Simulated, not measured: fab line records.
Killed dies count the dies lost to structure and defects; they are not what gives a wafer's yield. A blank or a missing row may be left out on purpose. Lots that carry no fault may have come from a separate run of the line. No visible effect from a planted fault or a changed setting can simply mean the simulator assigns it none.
fab line records / flow nand-harc / part 2 of 2: steps 22 to 33 of 33
record: lots: 5 wafers: 15 last-day: 24
route steps=1159 shown A_STAIRCASE@742 A_SGD_CUT@747
lots untouched by any fault: they come from a run of this same line in which no faults occurred
start-h: the number of hours between the record's first day and the start of the first shown wafer of the lot / wait-h: hours since the lot's step before / " repeats the value in the row above / L1.1+2: several wafers, shown together as one row / - value missing, or start not given / * or withheld: withheld / < > ~ a bound
route shown NAME@n: NAME is a module with steps in the file, n the number in the route of the first one / usual: the fault-free wafers' mean and standard deviation / same: alike in all rows / chamber/n: place in a boat / sites: readings site by site / _std_site: standard deviation of those values / _edge_site: mean of outer sites minus mean of inner sites / radius-mm: for every site, how far away it sits from the centre of the wafer / mask NAME#n: copy n / behind: the most recent tool/chamber to have shaped the wafer / hold: cause of the lot's hold/its duration in hours/its outcome / device: transistor that didn't switch, given as n, p or np / end of line: tests of these same wafers at the route's end / step lacking rows: just its recipe / killed: not the wafer's yield, but the dies lost to structure and defects at the first sort / map: a wafer's dies, x killed, . not, _ none there
set.NAME: the setting the step ran with; set.NAME@STEP: the setting that earlier step ran with / model.NAME: the simulator's own value behind a step, which no gauge read
lots seen at some steps along the route; tables by step, rows by wafer
services: the hour from which a tool's chamber was out of use, counted from the record's first day as start-h (under 0 if before that day), plus the number of hours and why
== steps ==
step: NHARC_A_SGD_CUT_ETCH_15
recipe: target-depth-a: 750 time-s: 64.3 ch3f-flow-sccm: 50 o2-flow-sccm: 30 ar-flow-sccm: 200 rf-w: 500 bias-w: 100 chemistry: CH3F/O2
usual: bias-w: 100.02/0.29 drypump-motor-current-A: 5.9/0.41 oes-product-au: 0.963/0.017 rf-vpp-V: 263.7/2 showerhead-plenum-p-Torr: 2.45/0.12 throttle-valve-pct: 20.663/0.0083
lot.wafer=L075.2 tool=rie-diel-08 chamber=0 start-h=- wait-h=- bias-w=100.24 drypump-motor-current-A=6.3 oes-product-au=0.965 rf-hours-counter-h=0 rf-vpp-V=264.2 showerhead-plenum-p-Torr=2.40 throttle-valve-pct=20.664
lot.wafer=L075.4 tool=rie-diel-08 chamber=2 start-h=- wait-h=- bias-w=100.39 drypump-motor-current-A=5.9 oes-product-au=0.975 rf-hours-counter-h=0 rf-vpp-V=261.6 showerhead-plenum-p-Torr=2.33 throttle-valve-pct=20.679
lot.wafer=L075.5 tool=rie-diel-08 chamber=3 start-h=- wait-h=- bias-w=100.12 drypump-motor-current-A=5.4 oes-product-au=0.965 rf-hours-counter-h=- rf-vpp-V=261.4 showerhead-plenum-p-Torr=2.35 throttle-valve-pct=20.660
lot.wafer=L079.4 tool=rie-diel-13 chamber=1 start-h=- wait-h=- bias-w=99.96 drypump-motor-current-A=5.7 oes-product-au=0.962 rf-hours-counter-h=6 rf-vpp-V=265.3 showerhead-plenum-p-Torr=2.56 throttle-valve-pct=20.667
lot.wafer=L079.6 tool=rie-diel-13 chamber=0 start-h=- wait-h=- bias-w=100.02 drypump-motor-current-A=6.5 oes-product-au=0.964 rf-hours-counter-h=- rf-vpp-V=266.2 showerhead-plenum-p-Torr=2.62 throttle-valve-pct=20.658
lot.wafer=L079.5 tool=rie-diel-13 chamber=1 start-h=- wait-h=- bias-w=100.25 drypump-motor-current-A=5.7 oes-product-au=0.952 rf-hours-counter-h=- rf-vpp-V=265.4 showerhead-plenum-p-Torr=2.56 throttle-valve-pct=20.672
lot.wafer=L083.1 tool=rie-diel-08 chamber=2 start-h=- wait-h=- bias-w=100.12 drypump-motor-current-A=5.9 oes-product-au=0.948 rf-hours-counter-h=4 rf-vpp-V=262.0 showerhead-plenum-p-Torr=2.33 throttle-valve-pct=20.680
lot.wafer=L083.6 tool=rie-diel-08 chamber=2 start-h=- wait-h=- bias-w=99.71 drypump-motor-current-A=5.9 oes-product-au=0.951 rf-hours-counter-h=- rf-vpp-V=261.2 showerhead-plenum-p-Torr=2.33 throttle-valve-pct=20.670
lot.wafer=L083.5 tool=rie-diel-08 chamber=3 start-h=- wait-h=- bias-w=100.50 drypump-motor-current-A=5.4 oes-product-au=0.971 rf-hours-counter-h=- rf-vpp-V=260.9 showerhead-plenum-p-Torr=2.35 throttle-valve-pct=20.659
lot.wafer=L091.2 tool=rie-diel-13 chamber=1 start-h=- wait-h=- bias-w=99.70 drypump-motor-current-A=5.7 oes-product-au=0.957 rf-hours-counter-h=14 rf-vpp-V=264.9 showerhead-plenum-p-Torr=2.56 throttle-valve-pct=20.664
lot.wafer=L091.3 tool=rie-diel-13 chamber=2 start-h=- wait-h=- bias-w=100.01 drypump-motor-current-A=5.7 oes-product-au=0.979 rf-hours-counter-h=15 rf-vpp-V=262.2 showerhead-plenum-p-Torr=2.31 throttle-valve-pct=20.660
lot.wafer=L091.1 tool=rie-diel-13 chamber=3 start-h=- wait-h=- bias-w=100.52 drypump-motor-current-A=5.2 oes-product-au=0.976 rf-hours-counter-h=16 rf-vpp-V=262.5 showerhead-plenum-p-Torr=2.40 throttle-valve-pct=20.667
lot.wafer=L093.1 tool=rie-diel-08 chamber=1 start-h=- wait-h=- bias-w=99.63 drypump-motor-current-A=5.6 oes-product-au=0.957 rf-hours-counter-h=8 rf-vpp-V=267.5 showerhead-plenum-p-Torr=2.61 throttle-valve-pct=20.652
lot.wafer=L093.4 tool=rie-diel-08 chamber=0 start-h=- wait-h=- bias-w=100.55 drypump-motor-current-A=6.3 oes-product-au=0.955 rf-hours-counter-h=8 rf-vpp-V=262.7 showerhead-plenum-p-Torr=2.40 throttle-valve-pct=20.655
lot.wafer=L093.5 tool=rie-diel-08 chamber=2 start-h=- wait-h=- bias-w=100.54 drypump-motor-current-A=5.9 oes-product-au=0.970 rf-hours-counter-h=- rf-vpp-V=262.2 showerhead-plenum-p-Torr=2.33 throttle-valve-pct=20.683
step: NHARC_A_SGD_CUT_ETCH_16
recipe: target-depth-a: 3105 time-s: 155.2 c4f8-flow-sccm: withheld o2-flow-sccm: 8 ar-flow-sccm: withheld rf-w: 600 bias-w: 800 chemistry: C4F8/O2/Ar
usual: bias-w: 799.7/2.5 oes-product-au: 0.974/0.013 rf-vpp-V: 723/4.8
lot.wafer=L075.4 tool=rie-diel-08 chamber=2 start-h=- wait-h=- bias-w=801.2 oes-product-au=0.981 rf-hours-counter-h=0 rf-vpp-V=717
lot.wafer=L075.2 tool=rie-diel-08 chamber=3 start-h=- wait-h=- bias-w=799.5 oes-product-au=0.980 rf-hours-counter-h=0 rf-vpp-V=719
lot.wafer=L075.5 tool=rie-diel-08 chamber=1 start-h=- wait-h=- bias-w=804.2 oes-product-au=0.976 rf-hours-counter-h=- rf-vpp-V=730
lot.wafer=L079.4 tool=rie-diel-13 chamber=3 start-h=- wait-h=- bias-w=800.2 oes-product-au=0.957 rf-hours-counter-h=6 rf-vpp-V=721
lot.wafer=L079.5 tool=rie-diel-13 chamber=3 start-h=- wait-h=- bias-w=799.6 oes-product-au=0.957 rf-hours-counter-h=- rf-vpp-V=721
lot.wafer=L079.6 tool=rie-diel-13 chamber=0 start-h=- wait-h=- bias-w=795.1 oes-product-au=0.977 rf-hours-counter-h=- rf-vpp-V=730
lot.wafer=L083.1 tool=rie-diel-08 chamber=2 start-h=- wait-h=- bias-w=798.3 oes-product-au=0.977 rf-hours-counter-h=4 rf-vpp-V=719
lot.wafer=L083.6 tool=rie-diel-08 chamber=0 start-h=- wait-h=- bias-w=799.1 oes-product-au=0.973 rf-hours-counter-h=- rf-vpp-V=721
lot.wafer=L083.5 tool=rie-diel-08 chamber=1 start-h=- wait-h=- bias-w=800.2 oes-product-au=0.977 rf-hours-counter-h=- rf-vpp-V=729
lot.wafer=L091.2 tool=rie-diel-13 chamber=0 start-h=- wait-h=- bias-w=798.1 oes-product-au=0.973 rf-hours-counter-h=14 rf-vpp-V=730
lot.wafer=L091.1 tool=rie-diel-13 chamber=2 start-h=- wait-h=- bias-w=803.3 oes-product-au=0.972 rf-hours-counter-h=15 rf-vpp-V=717
lot.wafer=L091.3 tool=rie-diel-13 chamber=3 start-h=- wait-h=- bias-w=799.4 oes-product-au=0.984 rf-hours-counter-h=16 rf-vpp-V=720
lot.wafer=L093.1 tool=rie-diel-08 chamber=2 start-h=- wait-h=- bias-w=796.0 oes-product-au=0.981 rf-hours-counter-h=8 rf-vpp-V=719
lot.wafer=L093.4 tool=rie-diel-08 chamber=3 start-h=- wait-h=- bias-w=801.0 oes-product-au=0.985 rf-hours-counter-h=8 rf-vpp-V=719
lot.wafer=L093.5 tool=rie-diel-08 chamber=3 start-h=- wait-h=- bias-w=797.9 oes-product-au=0.992 rf-hours-counter-h=- rf-vpp-V=719
step: NHARC_A_SGD_CUT_STRIP_60
recipe: c4f8-flow-sccm: withheld o2-flow-sccm: 8 ar-flow-sccm: withheld bias-w: 0 chemistry: C4F8/O2/Ar
lot.wafer=L075.4+2+5 tool=rie-diel-08 chamber=0,1,3 start-h=- wait-h=-
lot.wafer=L079.4+5+6 tool=rie-diel-13 chamber=2,1,2 start-h=- wait-h=-
lot.wafer=L083.1+6+5 tool=rie-diel-08 chamber=1,1,2 start-h=- wait-h=-
lot.wafer=L091.3+1+2 tool=rie-diel-13 chamber=2,3,0 start-h=- wait-h=-
lot.wafer=L093.4+1+5 tool=rie-diel-08 chamber=2,1,3 start-h=- wait-h=-
step: NHARC_A_SGD_CUT_STRIP_17
recipe: o2-flow-sccm: 500 ar-flow-sccm: 0 bias-w: 0 chemistry: O2
usual: drypump-motor-current-A: 5.9/0.42 oes-product-au: 1.002/0.0073 rf-vpp-V: 57.7/0.87 showerhead-plenum-p-Torr: 3.51/0.16 throttle-valve-pct: 17.037/0.0081
same: bias-w: 0
lot.wafer=L075.4 tool=rie-diel-08 chamber=3 start-h=- wait-h=- drypump-motor-current-A=5.4 oes-product-au=1.012 rf-hours-counter-h=0 rf-vpp-V=59.0 showerhead-plenum-p-Torr=3.38 throttle-valve-pct=17.028
lot.wafer=L075.2 tool=rie-diel-08 chamber=0 start-h=- wait-h=- drypump-motor-current-A=6.3 oes-product-au=1.005 rf-hours-counter-h=0 rf-vpp-V=57.0 showerhead-plenum-p-Torr=3.45 throttle-valve-pct=17.042
lot.wafer=L075.5 tool=rie-diel-08 chamber=3 start-h=- wait-h=- drypump-motor-current-A=5.4 oes-product-au=1.014 rf-hours-counter-h=- rf-vpp-V=57.8 showerhead-plenum-p-Torr=3.38 throttle-valve-pct=17.029
lot.wafer=L079.4 tool=rie-diel-13 chamber=2 start-h=- wait-h=- drypump-motor-current-A=5.6 oes-product-au=1.007 rf-hours-counter-h=6 rf-vpp-V=57.2 showerhead-plenum-p-Torr=3.33 throttle-valve-pct=17.029
lot.wafer=L079.6 tool=rie-diel-13 chamber=1 start-h=- wait-h=- drypump-motor-current-A=5.7 oes-product-au=0.998 rf-hours-counter-h=- rf-vpp-V=58.3 showerhead-plenum-p-Torr=3.67 throttle-valve-pct=17.040
lot.wafer=L079.5 tool=rie-diel-13 chamber=2 start-h=- wait-h=- drypump-motor-current-A=5.6 oes-product-au=0.993 rf-hours-counter-h=- rf-vpp-V=58.1 showerhead-plenum-p-Torr=3.33 throttle-valve-pct=17.037
lot.wafer=L083.1 tool=rie-diel-08 chamber=2 start-h=- wait-h=- drypump-motor-current-A=5.9 oes-product-au=0.996 rf-hours-counter-h=5 rf-vpp-V=57.2 showerhead-plenum-p-Torr=3.35 throttle-valve-pct=17.034
lot.wafer=L083.6 tool=rie-diel-08 chamber=1 start-h=- wait-h=- drypump-motor-current-A=5.6 oes-product-au=1.002 rf-hours-counter-h=- rf-vpp-V=57.6 showerhead-plenum-p-Torr=3.74 throttle-valve-pct=17.015
lot.wafer=L083.5 tool=rie-diel-08 chamber=2 start-h=- wait-h=- drypump-motor-current-A=5.9 oes-product-au=1.007 rf-hours-counter-h=- rf-vpp-V=58.2 showerhead-plenum-p-Torr=3.35 throttle-valve-pct=17.041
lot.wafer=L091.1 tool=rie-diel-13 chamber=3 start-h=- wait-h=- drypump-motor-current-A=5.2 oes-product-au=1.001 rf-hours-counter-h=16 rf-vpp-V=56.6 showerhead-plenum-p-Torr=3.44 throttle-valve-pct=17.043
lot.wafer=L091.3 tool=rie-diel-13 chamber=0 start-h=- wait-h=- drypump-motor-current-A=6.5 oes-product-au=1.002 rf-hours-counter-h=14 rf-vpp-V=57.0 showerhead-plenum-p-Torr=3.75 throttle-valve-pct=17.051
lot.wafer=L091.2 tool=rie-diel-13 chamber=2 start-h=- wait-h=- drypump-motor-current-A=5.6 oes-product-au=0.997 rf-hours-counter-h=15 rf-vpp-V=57.9 showerhead-plenum-p-Torr=3.33 throttle-valve-pct=17.049
lot.wafer=L093.1 tool=rie-diel-08 chamber=0 start-h=- wait-h=- drypump-motor-current-A=6.3 oes-product-au=1.006 rf-hours-counter-h=8 rf-vpp-V=58.1 showerhead-plenum-p-Torr=3.45 throttle-valve-pct=17.040
lot.wafer=L093.4 tool=rie-diel-08 chamber=1 start-h=- wait-h=- drypump-motor-current-A=5.6 oes-product-au=1.004 rf-hours-counter-h=8 rf-vpp-V=57.5 showerhead-plenum-p-Torr=3.74 throttle-valve-pct=17.038
lot.wafer=L093.5 tool=rie-diel-08 chamber=3 start-h=- wait-h=- drypump-motor-current-A=5.4 oes-product-au=1.005 rf-hours-counter-h=- rf-vpp-V=58.8 showerhead-plenum-p-Torr=3.37 throttle-valve-pct=17.028
step: NHARC_A_SGD_CUT_PRECLEAN_18
recipe: time-s: * temp-c: 50 bath-age-min: 0 chemistry: SC1
usual: bath-heat-duty-pct: 7.2/0.77
lot.wafer=L075.5 tool=wet-bench-03 chamber=7 start-h=315.40 wait-h=- bath-heat-duty-pct=6.6
lot.wafer=L075.2 tool=wet-bench-03 chamber=2 start-h=315.40 wait-h=- bath-heat-duty-pct=8.0
lot.wafer=L075.4 tool=wet-bench-03 chamber=4 start-h=315.40 wait-h=- bath-heat-duty-pct=6.6
lot.wafer=L079.4 tool=wet-bench-07 chamber=7 start-h=340.62 wait-h=- bath-heat-duty-pct=7.2
lot.wafer=L079.5 tool=wet-bench-07 chamber=0 start-h=340.62 wait-h=- bath-heat-duty-pct=7.7
lot.wafer=L079.6 tool=wet-bench-07 chamber=3 start-h=340.62 wait-h=- bath-heat-duty-pct=7.2
lot.wafer=L083.6 tool=wet-bench-06 chamber=3 start-h=364.87 wait-h=- bath-heat-duty-pct=7.6
lot.wafer=L083.5 tool=wet-bench-06 chamber=7 start-h=364.87 wait-h=- bath-heat-duty-pct=7.9
lot.wafer=L083.1 tool=wet-bench-06 chamber=0 start-h=364.87 wait-h=- bath-heat-duty-pct=7.1
lot.wafer=L091.3 tool=wet-bench-07 chamber=5 start-h=419.37 wait-h=- bath-heat-duty-pct=7.2
lot.wafer=L091.2 tool=wet-bench-07 chamber=6 start-h=419.37 wait-h=- bath-heat-duty-pct=6.4
lot.wafer=L091.1 tool=wet-bench-07 chamber=0 start-h=419.37 wait-h=- bath-heat-duty-pct=6.4
lot.wafer=L093.1 tool=wet-bench-07 chamber=5 start-h=420.06 wait-h=- bath-heat-duty-pct=7.8
lot.wafer=L093.4 tool=wet-bench-07 chamber=6 start-h=420.06 wait-h=- bath-heat-duty-pct=7.9
lot.wafer=L093.5 tool=wet-bench-07 chamber=1 start-h=420.06 wait-h=- bath-heat-duty-pct=7.0
step: NHARC_A_SGD_CUT_SRD_19
lot.wafer=L075.5+2+4 tool=wet-bench-03 chamber=7,2,4 start-h=- wait-h=-
lot.wafer=L079.4+5+6 tool=wet-bench-07 chamber=7,0,3 start-h=- wait-h=-
lot.wafer=L083.6+5+1 tool=wet-bench-06 chamber=3,7,0 start-h=- wait-h=-
lot.wafer=L091.3+2+1 tool=wet-bench-07 chamber=5,6,0 start-h=- wait-h=-
lot.wafer=L093.1+4+5 tool=wet-bench-07 chamber=5,6,1 start-h=- wait-h=-
step: NHARC_A_SGD_CUT_DEP_20
recipe: target-thk-a: 1500 temp-c: 65 material: SiO2
lot.wafer=L075.2+4+5 tool=fcvd-02 chamber=0,1,0 start-h=315.57 wait-h=-
lot.wafer=L079.4+5+6 tool=fcvd-02 chamber=0,0,1 start-h=340.82 wait-h=-
lot.wafer=L083.1+5+6 tool=fcvd-01 chamber=1,1,0 start-h=365.01 wait-h=-
lot.wafer=L091.1+2+3 tool=fcvd-02 chamber=0,1,0 start-h=419.52 wait-h=-
lot.wafer=L093.1+4+5 tool=fcvd-02 chamber=1,1,0 start-h=420.25 wait-h=-
step: NHARC_A_SGD_CUT_ANNEAL_27
recipe: temp-c: 450 time-s: 1800
lot.wafer=L075.2+4+5 tool=furnace-07 chamber=0 start-h=320.81 wait-h=5.2
lot.wafer=L079.4+5+6 tool=furnace-02 chamber=0 start-h=343.89 wait-h=3.0
lot.wafer=L083.1+5+6 tool=furnace-07 chamber=0 start-h=367.90 wait-h=2.9
lot.wafer=L091.1+2+3 tool=furnace-02 chamber=0 start-h=424.20 wait-h=4.7
lot.wafer=L093.1+4+5 tool=furnace-02 chamber=0 start-h=424.20 wait-h=3.9
step: NHARC_A_SGD_CUT_CMP_21
recipe: target-thk-nm: 148.19
usual: motor-current-A: 12.2/1 slurry-filter-dp-kPa: 13.50/0.13 time-to-endpoint-s: 50.4/2.2
lot.wafer=L075.2 tool=cmp-02 chamber=1 start-h=322.27 wait-h=0.4 motor-current-A=11.3 slurry-filter-dp-kPa=13.37 time-to-endpoint-s=52.9
lot.wafer=L075.4 tool=cmp-02 chamber=3 start-h=322.27 wait-h=0.4 motor-current-A=11.6 slurry-filter-dp-kPa=13.48 time-to-endpoint-s=54.6
lot.wafer=L075.5 tool=cmp-02 chamber=1 start-h=322.27 wait-h=0.4 motor-current-A=11.0 slurry-filter-dp-kPa=13.70 time-to-endpoint-s=54.2
lot.wafer=L079.4 tool=cmp-03 chamber=2 start-h=345.37 wait-h=0.4 motor-current-A=14.0 slurry-filter-dp-kPa=13.43 time-to-endpoint-s=52.8
lot.wafer=L079.5 tool=cmp-03 chamber=1 start-h=345.37 wait-h=0.4 motor-current-A=11.5 slurry-filter-dp-kPa=13.54 time-to-endpoint-s=54.2
lot.wafer=L079.6 tool=cmp-03 chamber=2 start-h=345.37 wait-h=0.4 motor-current-A=13.7 slurry-filter-dp-kPa=13.69 time-to-endpoint-s=48.8
lot.wafer=L083.1 tool=cmp-04 chamber=3 start-h=369.42 wait-h=0.4 motor-current-A=10.7 slurry-filter-dp-kPa=13.67 time-to-endpoint-s=46.9
lot.wafer=L083.6 tool=cmp-04 chamber=0 start-h=369.42 wait-h=0.4 motor-current-A=13.0 slurry-filter-dp-kPa=13.54 time-to-endpoint-s=48.8
lot.wafer=L083.5 tool=cmp-04 chamber=1 start-h=369.42 wait-h=0.4 motor-current-A=10.9 slurry-filter-dp-kPa=13.61 time-to-endpoint-s=46.3
lot.wafer=L091.3 tool=cmp-03 chamber=3 start-h=425.68 wait-h=0.4 motor-current-A=12.6 slurry-filter-dp-kPa=13.46 time-to-endpoint-s=51.0
lot.wafer=L091.1 tool=cmp-03 chamber=0 start-h=425.68 wait-h=0.4 motor-current-A=11.6 slurry-filter-dp-kPa=13.67 time-to-endpoint-s=53.8
lot.wafer=L091.2 tool=cmp-03 chamber=1 start-h=425.68 wait-h=0.4 motor-current-A=11.6 slurry-filter-dp-kPa=13.63 time-to-endpoint-s=52.3
lot.wafer=L093.4 tool=cmp-03 chamber=2 start-h=425.98 wait-h=0.7 motor-current-A=13.6 slurry-filter-dp-kPa=13.33 time-to-endpoint-s=51.4
lot.wafer=L093.1 tool=cmp-03 chamber=3 start-h=425.98 wait-h=0.7 motor-current-A=12.4 slurry-filter-dp-kPa=13.66 time-to-endpoint-s=51.6
lot.wafer=L093.5 tool=cmp-03 chamber=2 start-h=425.98 wait-h=0.7 motor-current-A=13.0 slurry-filter-dp-kPa=13.53 time-to-endpoint-s=51.8
step: NHARC_A_SGD_CUT_THK_MEAS_22
recipe: thk-meas-gauge: ellipsometry
usual: thk-nm: 148.4/1.4
lot.wafer=L075.2 tool=film-metro-02 chamber=- start-h=322.53 wait-h=0.2 thk-nm=148.9
lot.wafer=L075.4 tool=film-metro-02 chamber=- start-h=322.53 wait-h=0.2 thk-nm=148.4
lot.wafer=L075.5 tool=film-metro-02 chamber=- start-h=322.53 wait-h=0.2 thk-nm=150.8
lot.wafer=L079.4 tool=film-metro-02 chamber=- start-h=345.60 wait-h=0.2 thk-nm=149.3
lot.wafer=L079.5 tool=film-metro-02 chamber=- start-h=345.60 wait-h=0.2 thk-nm=149.6
lot.wafer=L079.6 tool=film-metro-02 chamber=- start-h=345.60 wait-h=0.2 thk-nm=148.3
lot.wafer=L083.1 tool=film-metro-02 chamber=- start-h=369.60 wait-h=0.2 thk-nm=145.8
lot.wafer=L083.5 tool=film-metro-02 chamber=- start-h=369.60 wait-h=0.2 thk-nm=148.3
lot.wafer=L083.6 tool=film-metro-02 chamber=- start-h=369.60 wait-h=0.2 thk-nm=147.8
lot.wafer=L091.1 tool=film-metro-02 chamber=- start-h=425.91 wait-h=0.2 thk-nm=148.3
lot.wafer=L091.2 tool=film-metro-02 chamber=- start-h=425.91 wait-h=0.2 thk-nm=148.5
lot.wafer=L091.3 tool=film-metro-02 chamber=- start-h=425.91 wait-h=0.2 thk-nm=148.0
lot.wafer=L093.1 tool=film-metro-01 chamber=- start-h=426.21 wait-h=0.2 thk-nm=149.4
lot.wafer=L093.4 tool=film-metro-01 chamber=- start-h=426.21 wait-h=0.2 thk-nm=149.7
lot.wafer=L093.5 tool=film-metro-01 chamber=- start-h=426.21 wait-h=0.2 thk-nm=149.0
step: NHARC_A_SGD_CUT_SRD_23
lot.wafer=L075.4+2+5 tool=wet-bench-07 chamber=3,5,7 start-h=322.70 wait-h=0.2
lot.wafer=L079.6+5+4 tool=wet-bench-07 chamber=2,3,4 start-h=345.65 wait-h=0.0
lot.wafer=L083.6+5+1 tool=wet-bench-06 chamber=7,1,2 start-h=369.64 wait-h=0.0
lot.wafer=L091.3+1+2 tool=wet-bench-03 chamber=6,1,2 start-h=425.95 wait-h=0.0
lot.wafer=L093.1+5+4 tool=wet-bench-07 chamber=7,0,2 start-h=426.26 wait-h=0.0
step: NHARC_A_SGD_CUT_ETCH_26
recipe: target-depth-a: 458 chemistry: dHF material: SiO2
lot.wafer=L075.4+2+5 tool=wet-bench-07 chamber=3,5,7 start-h=322.72 wait-h=0.0
lot.wafer=L079.6+5+4 tool=wet-bench-07 chamber=2,3,4 start-h=345.68 wait-h=0.0
lot.wafer=L083.6+5+1 tool=wet-bench-06 chamber=7,1,2 start-h=369.67 wait-h=0.0
lot.wafer=L091.3+1+2 tool=wet-bench-03 chamber=6,1,2 start-h=425.97 wait-h=0.0
lot.wafer=L093.1+5+4 tool=wet-bench-07 chamber=7,0,2 start-h=426.29 wait-h=0.0
== services ==
tool=litho-track-06 chamber=- start-h=292.00 hours=7.0 kind=pm
tool=pecvd-03 chamber=- start-h=292.36 hours=13.0 kind=pm
tool=cmp-04 chamber=- start-h=301.00 hours=4.0 kind=pm
tool=rie-diel-08 chamber=- start-h=302.00 hours=9.0 kind=pm
tool=arfi-scanner-01 chamber=- start-h=315.37 hours=5.1 kind=repair
tool=litho-track-04 chamber=- start-h=316.00 hours=7.0 kind=pm
tool=rie-diel-13 chamber=0 start-h=321.48 hours=4.0 kind=repair
tool=wet-bench-03 chamber=- start-h=322.40 hours=8.0 kind=pm
tool=wet-bench-06 chamber=- start-h=322.85 hours=8.0 kind=pm
tool=pecvd-03 chamber=- start-h=323.59 hours=2.8 kind=repair
tool=cmp-03 chamber=- start-h=328.71 hours=0.5 kind=repair
tool=pecvd-02 chamber=- start-h=334.32 hours=13.0 kind=pm
tool=fcvd-02 chamber=- start-h=346.64 hours=0.9 kind=repair
tool=cmp-04 chamber=- start-h=349.30 hours=3.8 kind=repair
tool=rie-diel-13 chamber=0 start-h=349.35 hours=7.8 kind=repair
tool=cmp-03 chamber=- start-h=352.00 hours=4.0 kind=pm
tool=rie-diel-13 chamber=1 start-h=355.52 hours=13.5 kind=repair
tool=rie-diel-08 chamber=- start-h=369.52 hours=0.6 kind=repair
tool=cmp-04 chamber=- start-h=373.11 hours=2.0 kind=repair
tool=fcvd-02 chamber=- start-h=376.00 hours=13.0 kind=pm
tool=rie-diel-08 chamber=0 start-h=388.73 hours=6.3 kind=repair
tool=cmp-04 chamber=- start-h=399.00 hours=4.0 kind=pm
tool=rie-diel-13 chamber=2 start-h=412.41 hours=3.2 kind=repair
tool=cmp-04 chamber=- start-h=424.51 hours=1.5 kind=repair
